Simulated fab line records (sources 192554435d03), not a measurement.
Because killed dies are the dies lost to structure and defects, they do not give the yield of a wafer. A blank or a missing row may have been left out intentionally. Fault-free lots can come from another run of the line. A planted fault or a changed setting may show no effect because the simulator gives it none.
Matching of chambers :: flow n5Finfet :: rieDiel-02 running N5_PMOS_HMC_CHANNEL_EPI_DESCUM_14: 4 sister chambers
The step chemistry O2, time 7.9 s. 14 wafers are shown with their chamber, then 7 later ones without.

## WAFERS, EACH WITH ITS CHAMBER
wafer: L279.2
chamber: 3
drypumpMotorCurrentA (A): 5.6
showerheadPlenumPTorr (Torr): 1.98
throttleValvePct (%): 20.36

wafer: L279.4
chamber: 2
drypumpMotorCurrentA (A): 6.3
showerheadPlenumPTorr (Torr): 2.12
throttleValvePct (%): 20.90

wafer: L279.5
chamber: 1
drypumpMotorCurrentA (A): 5.0
showerheadPlenumPTorr (Torr): 2.16
throttleValvePct (%): 20.66

wafer: L286.2
chamber: 3
drypumpMotorCurrentA (A): 5.6
showerheadPlenumPTorr (Torr): 1.97
throttleValvePct (%): 20.37

wafer: L286.4
chamber: 1
drypumpMotorCurrentA (A): 5.1
showerheadPlenumPTorr (Torr): 2.15
throttleValvePct (%): 20.69

wafer: L286.6
chamber: 0
drypumpMotorCurrentA (A): 5.5
showerheadPlenumPTorr (Torr): 1.98
throttleValvePct (%): 20.27

wafer: L287.1
chamber: 0
drypumpMotorCurrentA (A): 5.5
showerheadPlenumPTorr (Torr): 1.98
throttleValvePct (%): 20.27

wafer: L287.3
chamber: 3
drypumpMotorCurrentA (A): 5.6
showerheadPlenumPTorr (Torr): 1.97
throttleValvePct (%): 20.38

wafer: L287.5
chamber: 3
drypumpMotorCurrentA (A): 5.6
showerheadPlenumPTorr (Torr): 1.97
throttleValvePct (%): 20.38

wafer: L295.1
chamber: 1
drypumpMotorCurrentA (A): 5.1
showerheadPlenumPTorr (Torr): 2.15
throttleValvePct (%): 20.71

wafer: L295.4
chamber: 0
drypumpMotorCurrentA (A): 5.5
showerheadPlenumPTorr (Torr): 1.97
throttleValvePct (%): 20.29

wafer: L295.6
chamber: 1
drypumpMotorCurrentA (A): 5.1
showerheadPlenumPTorr (Torr): 2.15
throttleValvePct (%): 20.72

wafer: L296.1
chamber: 3
drypumpMotorCurrentA (A): 5.6
showerheadPlenumPTorr (Torr): 1.97
throttleValvePct (%): 20.38

wafer: L296.2
chamber: 2
drypumpMotorCurrentA (A): 6.4
showerheadPlenumPTorr (Torr): 2.11
throttleValvePct (%): 20.97

SIGNATURES (means of the wafers above)
reading: drypumpMotorCurrentA
chamber 0: 5.500
chamber 1: 5.075
chamber 2: 6.350
chamber 3: 5.600
scatter within a chamber: 0.0354

reading: showerheadPlenumPTorr
chamber 0: 1.9767
chamber 1: 2.1525
chamber 2: 2.1150
chamber 3: 1.9720
scatter within a chamber: 0.00521

reading: throttleValvePct
chamber 0: 20.2767
chamber 1: 20.6950
chamber 2: 20.9350
chamber 3: 20.3740
scatter within a chamber: 0.0227
Rule: for each reading, subtract the chamber's mean from the wafer's reading, divide by that reading's scatter and square the result; add these up over the readings and take the root, which gives the wafer's distance from the chamber. The wafer belongs to the nearest chamber; if the next one is less than 2 further off, it can't be placed. The scatter: take each reading less its chamber's mean, square it, sum over the shown wafers, divide by the number of wafers less the number of chambers, and take the root.

## WAFERS WITHOUT THEIR CHAMBER
wafer: L296.5
drypumpMotorCurrentA (A): 6.3
showerheadPlenumPTorr (Torr): 2.11
throttleValvePct (%): 20.96

wafer: L297.1
drypumpMotorCurrentA (A): 5.6
showerheadPlenumPTorr (Torr): 1.96
throttleValvePct (%): 20.40

wafer: L297.2
drypumpMotorCurrentA (A): 6.3
showerheadPlenumPTorr (Torr): 2.11
throttleValvePct (%): 20.98

wafer: L297.5
drypumpMotorCurrentA (A): 5.6
showerheadPlenumPTorr (Torr): 1.96
throttleValvePct (%): 20.40

wafer: L298.2
drypumpMotorCurrentA (A): 6.3
showerheadPlenumPTorr (Torr): 2.10
throttleValvePct (%): 20.97

wafer: L298.4
drypumpMotorCurrentA (A): 5.6
showerheadPlenumPTorr (Torr): 1.96
throttleValvePct (%): 20.40

wafer: L298.5
drypumpMotorCurrentA (A): 5.5
showerheadPlenumPTorr (Torr): 1.97
throttleValvePct (%): 20.28

## WHICH CHAMBER EACH ONE RAN IN
wafer: L296.5
from the rows above: 2
in truth: 2

wafer: L297.1
from the rows above: 3
in truth: 3

wafer: L297.2
from the rows above: 2
in truth: 2

wafer: L297.5
from the rows above: 3
in truth: 3

wafer: L298.2
from the rows above: 2
in truth: 2

wafer: L298.4
from the rows above: 3
in truth: 3

wafer: L298.5
from the rows above: 0
in truth: 0
Placed correctly: 7 of 7. Number that these rows cannot place: 0. Number placed wrongly: 0.
